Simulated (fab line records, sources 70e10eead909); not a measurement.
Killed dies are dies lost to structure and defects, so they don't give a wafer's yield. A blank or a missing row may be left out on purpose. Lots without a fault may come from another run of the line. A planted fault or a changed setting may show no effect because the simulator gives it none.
Chamber matching | flow nand_harc | NHARC_A_WL_FILL_ALD_19 on ald_metal-02: 4 sister chambers
The step deposits TiN, target thk 2 nm, pulse time 3 s, ald cycles 100. 4 wafers are shown with their chamber, then 7 later ones without.

WAFERS WITH THEIR CHAMBER
wafer  | chamber | heater_power_w (W)
L320.3 | 3       | 1064
L331.4 | 2       | 1081
L335.1 | 1       | 1118
L335.5 | 0       | 1106

WAFERS WITHOUT THEIR CHAMBER
wafer  | heater_power_w (W)
L335.6 | 1119
L336.1 | 1138
L336.3 | 1074
L336.6 | 1149
L337.1 | 1109
L337.4 | 1161
L337.5 | 1123

WHICH CHAMBER EACH WENT THROUGH
wafer  | from the rows above               | in truth
L335.6 | can't be placed: 1 or 0 or 2      | 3
L336.1 | can't be placed: 1 or 0 or 2      | 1
L336.3 | can't be placed: 2 or 3 or 0 or 1 | 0
L336.6 | can't be placed: 1 or 0 or 2      | 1
L337.1 | can't be placed: 0 or 1 or 2 or 3 | 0
L337.4 | can't be placed: 1 or 0 or 2      | 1
L337.5 | can't be placed: 1 or 0 or 2      | 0
Placed correctly: 0 of 7. Can't be placed from these rows: 7 (the true chamber is among the candidates in 6). Placed wrongly: 0.
How it was worked out, from the rows above alone: a wafer's distance from a chamber is the root of the sum, over the readings, of the square of ((its reading less the chamber's mean) divided by the reading's scatter). The wafer belongs to the nearest chamber; if the next one is less than 2 further off, it can't be placed. A chamber's mean is the mean of its shown wafers. The scatter: with one shown wafer a chamber, the root of the mean of the squares of how far each hidden wafer lies from its nearest shown one.
